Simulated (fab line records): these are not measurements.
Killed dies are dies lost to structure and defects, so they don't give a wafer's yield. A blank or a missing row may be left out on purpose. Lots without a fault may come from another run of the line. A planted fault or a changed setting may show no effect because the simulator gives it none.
Comparing a struck lot with a sound one -- flow nand-harc -- 13 steps out of a route of 1159
Sound: wafers L517.1, L517.4, L517.6. Wafers L508.2, L508.3, L508.6 were the ones struck. The cause is given at the end.
Order at every step that has rows: each side's tool, ch and its chambers, its first start. Under that, the readings that differ: sound wafers -- struck wafers -- difference of the means -- sigmas: that difference in standard deviations of wafers without a fault.
alike: words and numbers the same on both sides, and readings whose means are apart by under 2 such deviations; not compared: readings that were withheld, readings missing a value for some wafer, numbers with overlapping values and no deviation given by the record, and bounds like >300 which may hide the same value.
The two part at a step that has a row with sigmas, a row that says differs or no value, or rows on one side only. When numbers do not overlap yet have no deviation, they are printed without sigmas and do not part them. A reading that every wafer of one side lacks parts them only if that side has two wafers or more.

NHARC_P_CONTACT_CD_MEAS_19:
  sound: cd-sem-02 at day 11 10:35; struck: cd-sem-02 at day 9 00:05
  alike: cd-nm
then, 2 steps without rows for these wafers: NHARC_P_CONTACT_STRIP_28 (strips in O2); NHARC_P_CONTACT_STRIP_29 (strips in post etch residue remover, time 1200 s).
NHARC_P_CONTACT_DEGAS_38: time 60 s.
  sound: pvd-sputter-01 at day 11 11:17; struck: pvd-sputter-03 at day 9 00:47
  alike: heater-power-w
then, 1 step without rows for these wafers: NHARC_P_CONTACT_PRE_CLEAN_39 (time 19.5 s).
NHARC_P_CONTACT_PVD_32: deposits Ti, target thk 5 nm, time 17.7 s.
  sound on pvd-sputter-01; struck on pvd-sputter-03
  alike: throttle-valve-pct
NHARC_P_CONTACT_ALD_22: deposits TiN, target thk 3 nm, pulse time 1 s, ald cycles 150.
  sound on ald-metal-01 ch 0,2,3, day 11 11:34; struck on ald-metal-01 ch 0,2, day 9 01:02
  alike: heater-power-w, precursor-pulse-height-rel
  not compared: since-wet-clean-h
NHARC_P_CONTACT_CVD_23: deposits W, target thk 200 nm, time 557 s.
  sound on cvd-w-01 ch 0,1; struck on cvd-w-02 ch 0
  alike: heater-power-w, throttle-valve-pct
  not compared: since-wet-clean-h
NHARC_P_CONTACT_CMP_24: polishes, t overpolish 30 s, target thk 200 nm.
  sound on cmp-03 ch 0,3, day 11 12:23; struck on cmp-03 ch 0,3, day 9 01:53
  alike: motor-current-A, overpolish-run-s, time-to-endpoint-s
then, 1 step without rows for these wafers: NHARC_P_CONTACT_SRD_26.
NHARC_P_CONTACT_INSPECT_27:
  sound: defect-inspect-01 at day 11 12:48; struck: defect-inspect-02 at day 9 02:17
  alike: raw-defect-count
NHARC_P_M0_DEP_00: deposits SiOC, target thk 150 nm.
  sound on pecvd-03 ch 1,2, day 11 12:52; struck on pecvd-04 ch 0,1, day 9 02:24
  no value came back on the struck wafers for chamber-pressure-Torr (Torr), rf-fwd-power-W (W); on the sound wafers chamber-pressure-Torr (Torr) reads 4.982 4.980 5.002
  not compared: since-wet-clean-h
then, 1 step without rows for these wafers: NHARC_P_M0_DEHYDRATE_01 (time 120 s).

WHERE THEY PART
Only at NHARC_P_M0_DEP_00, as far as this record shows.

WHY: whatever the simulator had introduced
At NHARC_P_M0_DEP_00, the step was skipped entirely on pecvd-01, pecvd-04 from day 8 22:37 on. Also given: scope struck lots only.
